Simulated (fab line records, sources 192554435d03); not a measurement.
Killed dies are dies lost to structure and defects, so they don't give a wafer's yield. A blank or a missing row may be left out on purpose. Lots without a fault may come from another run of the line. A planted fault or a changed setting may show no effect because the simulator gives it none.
Split-lot experiment | flow n5_finfet | 7 lots, 21 wafers read, on a route of 1938 steps

THE SPLIT
At N5_BEOL_M2_TRENCH_ETCH_37 (etches SiOC in C4F6/O2, target depth 55.555 nm, time 29.2 s), the setting bias_w was moved away from the recipe's 185 W on 6 of the 21 wafers read, by -12.3% to +16.3%. The other wafers ran this setting at the recipe's value.

The reading is taken at the split's own step.

THE READING
rf_vpp_V, in V, at N5_BEOL_M2_TRENCH_ETCH_37 (etches SiOC in C4F6/O2, target depth 55.555 nm, time 29.2 s). Fault-free wafers of this fab line usually give 668 V, standard deviation 8.5 V.

wafer  | tool, chamber at the split | bias_w as run, W | against the recipe | rf_vpp_V, V | against lot-mates on the recipe
L075.1 | rie_diel-06, 2             | 185              | recipe             | 660         | -
L075.3 | rie_diel-06, 1             | 185              | recipe             | 655         | -
L075.4 | rie_diel-06, 0             | 185              | recipe             | 665         | -
L076.1 | rie_diel-06, 0             | 185              | recipe             | 665         | -
L076.2 | rie_diel-06, 3             | 175              | -5.4%              | 647         | -19
L076.6 | rie_diel-06, 0             | 185              | recipe             | 667         | -
L077.2 | rie_diel-01, 3             | 185              | recipe             | 680         | -
L077.5 | rie_diel-01, 2             | 162.3            | -12.3%             | 594         | -80
L077.6 | rie_diel-01, 1             | 185              | recipe             | 669         | -
L080.4 | rie_diel-05, 0             | 185              | recipe             | 660         | -
L080.5 | rie_diel-05, 0             | 206.9            | +11.8%             | 718         | +52
L080.6 | rie_diel-05, 3             | 185              | recipe             | 672         | -
L087.1 | rie_diel-01, 0             | 185              | recipe             | 674         | -
L087.2 | rie_diel-01, 1             | 185              | recipe             | 668         | -
L087.4 | rie_diel-01, 3             | 185              | recipe             | 681         | -
L089.2 | rie_diel-01, 1             | 185              | recipe             | 669         | -
L089.3 | rie_diel-01, 3             | 173.3            | -6.3%              | 645         | -23
L089.5 | rie_diel-01, 1             | 185              | recipe             | 667         | -
L090.1 | rie_diel-06, 2             | 185              | recipe             | 670         | -
L090.2 | rie_diel-06, 1             | 215.1            | +16.3%             | 736         | +66
L090.4 | rie_diel-06, 3             | 215.1            | +16.3%             | 761         | +91

THE FIT
A straight line over all 21 wafers: rf_vpp_V changes by +4.93 V for each +1% of bias_w; r = +0.97; the points scatter about the line by 8.4 V.
The same after taking each lot's own level away (the mean of its wafers on the recipe; 21 wafers): +4.97 V for each +1%; r = +0.97; scatter 7.8 V.
On that fit, the largest move of bias_w shifts the reading by 81 V.
The lots' own levels span 660.0 to 674.5 V, that is 1.7 times the standard deviation above.
So the lot-to-lot level changes the slope little: the two slopes agree.
Check: with one of the wafers moved furthest among these (+16.3%) left out of the fit, the line predicts +86.7 V for it against its lot-mates. It came out at +66 V against them.
Tool readings at the split's step, against how far the setting was moved: rf_vpp_V r = +0.97.

OTHER SPLITS ON THESE WAFERS
These wafers also went through other splits before the reading. Each is held against what the fit with the lots' levels taken away leaves over:
other split on the same wafers       | wafers away from the commonest value | r with rf_vpp_V (lot level and that fit taken away)
N5_MOL_CONTACT_COAG_COAT_76 spin_rpm | 7                                    | +0.04
N5_BEOL_M0_SAQP_DESCUM_19 time_s     | 7                                    | +0.33
N5_BEOL_M0_SAQP_DESCUM_45 time_s     | 5                                    | +0.26
N5_BEOL_M2_ETCH_69 bias_w            | 8                                    | +0.09

THE FILE'S OWN FIT
rf_vpp_V changes by +5.01 V for each +1% of bias_w, r = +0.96.
